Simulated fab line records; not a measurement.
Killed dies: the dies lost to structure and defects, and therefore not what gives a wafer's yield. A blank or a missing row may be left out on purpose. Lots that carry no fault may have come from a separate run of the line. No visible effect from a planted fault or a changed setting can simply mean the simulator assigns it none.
A lot that was struck, set against a sound lot ; flow n5_finfet ; 16 steps out of a route of 1938
Sound: wafers L244.1, L244.2, L244.4. Wafers L242.2, L242.4, L242.6 were the ones struck. The cause comes at the end.
Per side, at each step with rows, come the tool, then ch with its chambers, and then its first start. Under that, the readings that differ: sound wafers ; struck wafers ; difference of the means ; sigmas: that difference in standard deviations of wafers without a fault.
alike: readings whose means differ by less than 2 such deviations, and words and numbers that are the same on both sides. not compared: withheld readings, readings that some wafer has no value for, bounds like >300 that may hide the same value, and numbers for which the record gives no deviation and whose values overlap.
Wherever a step has rows on one side only, a row that says differs or no value, or a row with sigmas, the two part there. Non-overlapping numbers with no deviation appear without sigmas and do not part them. A reading missing from all wafers of one side parts the sides only when that side holds two or more wafers.

first, 1 step without rows for these wafers: N5_BEOL_M3_SPUTTER_48 (material Cu, target thk 4.5 nm, time 8.29 s).
N5_BEOL_M3_ANNEAL_49: time 240 s.
  sound on pvd_sputter-01 at day 10 14:55; struck on pvd_sputter-03 at day 10 14:40
  alike: heater_power_w
N5_BEOL_M3_SPUTTER_79: material Cu, target thk 4.5 nm, time 8.29 s.
  sound on pvd_sputter-01 at day 10 15:04; struck on pvd_sputter-03 at day 10 14:49
  alike: chamber_pressure_pa, chuck_gas_flow_sccm, throttle_valve_pct
N5_BEOL_M3_ANNEAL_80: time 240 s.
  sound on pvd_sputter-01 at day 10 15:08; struck on pvd_sputter-03 at day 10 14:53
  alike: heater_power_w
N5_BEOL_M3_SPUTTER_81: material Cu, target thk 4.5 nm, time 8.29 s.
  sound on pvd_sputter-01 at day 10 15:17; struck on pvd_sputter-03 at day 10 15:02
  alike: chamber_pressure_pa, chuck_gas_flow_sccm, throttle_valve_pct
then, 4 steps without rows for these wafers: N5_BEOL_M3_ANNEAL_82 (time 240 s); N5_BEOL_M3_SPUTTER_86 (material Cu, target thk 4.5 nm, time 8.29 s); N5_BEOL_M3_ANNEAL_87 (time 240 s); N5_BEOL_M3_SPUTTER_88 (material Cu, target thk 4.5 nm, time 8.29 s).
N5_BEOL_M3_ANNEAL_89: time 240 s.
  sound on pvd_sputter-01 at day 10 15:48; struck on pvd_sputter-03 at day 10 15:33
  alike: heater_power_w
then, 2 steps without rows for these wafers: N5_BEOL_M3_SPUTTER_90 (material Cu, target thk 4.5 nm, time 8.29 s); N5_BEOL_M3_ANNEAL_91 (time 240 s).
N5_BEOL_M3_SPUTTER_92: material Cu, target thk 4.5 nm, time 8.29 s.
  sound on pvd_sputter-01 at day 10 16:10; struck on pvd_sputter-03 at day 10 15:55
  no value came back on the struck wafers for chamber_pressure_pa (Pa), chuck_gas_flow_sccm (sccm), throttle_valve_pct (%); on the sound wafers chamber_pressure_pa (Pa) reads 0.06988 0.06975 0.0698
then, 1 step without rows for these wafers: N5_BEOL_M3_ANNEAL_93 (time 240 s).
N5_BEOL_M4_RC_MEAS_101:
  sound on prober-02 ch 0, day 11 04:43; struck on prober-01 ch 0, day 11 04:38
  alike: DIBL_N, DIBL_P, IOFF_N, IOFF_P, ION_N, ION_P, SS_N, SS_P, VT_N, VT_P
-- a jump in the record: the struck wafers' starts before and after are 4 days apart (it breaks off in module BEOL_M4 and resumes in module PASSIVATION, where the first step shown is number 1936 of the route) --
N5_PASSIVATION_PROBE_49:
  sound on prober-02 at day 15 19:21; struck on prober-01 at day 15 13:05
reading;sound;struck;difference;sigmas
killed_at_contacts;5 12 0;15 20 18;+12;+2
  alike: defect_limited_yield, killed_at_M0_to_M3, killed_at_M4_up, killed_at_front_end, killed_at_other, killed_dies, killed_open, killed_short, sort_bin_4_leakage, sort_bin_5_function, sort_bin_6_memory, sort_n_pass, sort_yield_pct

## WHERE THEY PART
First at N5_BEOL_M3_SPUTTER_92; last, within this record, at N5_PASSIVATION_PROBE_49.

WHY: what the simulator had put in
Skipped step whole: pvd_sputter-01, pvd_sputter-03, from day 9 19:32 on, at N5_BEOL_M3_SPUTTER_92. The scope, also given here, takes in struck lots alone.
